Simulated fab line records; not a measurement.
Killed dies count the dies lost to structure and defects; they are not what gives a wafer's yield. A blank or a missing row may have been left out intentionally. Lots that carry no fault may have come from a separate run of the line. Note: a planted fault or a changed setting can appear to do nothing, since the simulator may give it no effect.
Matching of chambers :: flow nandHarc :: aldHk-03 running NHARC_A_STAIRCASE_ALD_420: 4 sister chambers
The step deposits SiO2, target thk 20 nm, pulse time 6 s, ald cycles 200. 20 wafers are shown with their chamber, then 10 later ones without.

WAFERS PAIRED WITH THEIR CHAMBERS
wafer: L078.2
chamber: 1
heaterPowerW (W): 413
precursorPulseHeightRel: 0.957

wafer: L078.3
chamber: 3
heaterPowerW (W): 553
precursorPulseHeightRel: 0.987

wafer: L078.5
chamber: 3
heaterPowerW (W): 545
precursorPulseHeightRel: 1.010

wafer: L079.2
chamber: 3
heaterPowerW (W): 544
precursorPulseHeightRel: 1.053

wafer: L079.3
chamber: 0
heaterPowerW (W): 411
precursorPulseHeightRel: 0.970

wafer: L079.5
chamber: 0
heaterPowerW (W): 414
precursorPulseHeightRel: 1.036

wafer: L081.1
chamber: 1
heaterPowerW (W): 427
precursorPulseHeightRel: 0.984

wafer: L081.2
chamber: 2
heaterPowerW (W): 430
precursorPulseHeightRel: 1.027

wafer: L081.5
chamber: 2
heaterPowerW (W): 419
precursorPulseHeightRel: 0.985

wafer: L085.2
chamber: 1
heaterPowerW (W): 418
precursorPulseHeightRel: 1.012

wafer: L085.5
chamber: 0
heaterPowerW (W): 425
precursorPulseHeightRel: 0.983

wafer: L085.6
chamber: 1
heaterPowerW (W): 418
precursorPulseHeightRel: 0.982

wafer: L084.1
chamber: 3
heaterPowerW (W): 563
precursorPulseHeightRel: 0.991

wafer: L084.4
chamber: 0
heaterPowerW (W): 424
precursorPulseHeightRel: 1.032

wafer: L084.5
chamber: 3
heaterPowerW (W): 544
precursorPulseHeightRel: 0.997

wafer: L089.1
chamber: 2
heaterPowerW (W): 431
precursorPulseHeightRel: 1.030

wafer: L089.3
chamber: 1
heaterPowerW (W): 430
precursorPulseHeightRel: 0.971

wafer: L089.4
chamber: 3
heaterPowerW (W): 540
precursorPulseHeightRel: 0.976

wafer: L092.2
chamber: 1
heaterPowerW (W): 395
precursorPulseHeightRel: 0.986

wafer: L092.4
chamber: 3
heaterPowerW (W): 540
precursorPulseHeightRel: 1.031

SIGNATURES (averages over the wafers above)
reading: heaterPowerW
chamber 0: 418.50
chamber 1: 416.83
chamber 2: 426.67
chamber 3: 547.00
scatter within a chamber: 9.42

reading: precursorPulseHeightRel
chamber 0: 1.00525
chamber 1: 0.98200
chamber 2: 1.01400
chamber 3: 1.00643
scatter within a chamber: 0.0259
Rule: for a wafer and a chamber, the distance is found by dividing, reading by reading, the gap between the wafer's reading and the chamber's mean by the reading's scatter, squaring, summing and taking the root. The wafer belongs to the nearest chamber; if the next one is less than 2 further off, it can't be placed. The scatter is the square root of a quotient: the sum, over the shown wafers, of each reading's squared deviation from its chamber's mean, divided by wafers minus chambers.

WAFERS WITHOUT THEIR CHAMBER
wafer: L092.6
heaterPowerW (W): 457
precursorPulseHeightRel: 0.971

wafer: L095.1
heaterPowerW (W): 440
precursorPulseHeightRel: 1.002

wafer: L095.4
heaterPowerW (W): 382
precursorPulseHeightRel: 0.970

wafer: L095.5
heaterPowerW (W): 386
precursorPulseHeightRel: 0.993

wafer: L093.1
heaterPowerW (W): 391
precursorPulseHeightRel: 0.958

wafer: L093.5
heaterPowerW (W): 386
precursorPulseHeightRel: 0.998

wafer: L093.6
heaterPowerW (W): 462
precursorPulseHeightRel: 0.953

wafer: L097.1
heaterPowerW (W): 388
precursorPulseHeightRel: 0.997

wafer: L097.2
heaterPowerW (W): 453
precursorPulseHeightRel: 0.972

wafer: L097.6
heaterPowerW (W): 452
precursorPulseHeightRel: 0.991

WHICH CHAMBER EACH ONE RAN IN
wafer: L092.6
from the rows above: can't be placed: 2 or 1 or 0
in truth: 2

wafer: L095.1
from the rows above: can't be placed: 2 or 0 or 1
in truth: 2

wafer: L095.4
from the rows above: can't be placed: 1 or 0 or 2
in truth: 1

wafer: L095.5
from the rows above: can't be placed: 1 or 0 or 2
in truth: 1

wafer: L093.1
from the rows above: can't be placed: 1 or 0 or 2
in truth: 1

wafer: L093.5
from the rows above: can't be placed: 1 or 0 or 2
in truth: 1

wafer: L093.6
from the rows above: can't be placed: 2 or 1 or 0
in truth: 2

wafer: L097.1
from the rows above: can't be placed: 1 or 0 or 2
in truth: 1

wafer: L097.2
from the rows above: can't be placed: 2 or 1 or 0
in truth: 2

wafer: L097.6
from the rows above: can't be placed: 2 or 0 or 1
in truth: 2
Correct placement for 0 of the 10. Not placeable from these rows: 10 (in 10, the candidates include the true chamber). Number placed wrongly: 0.
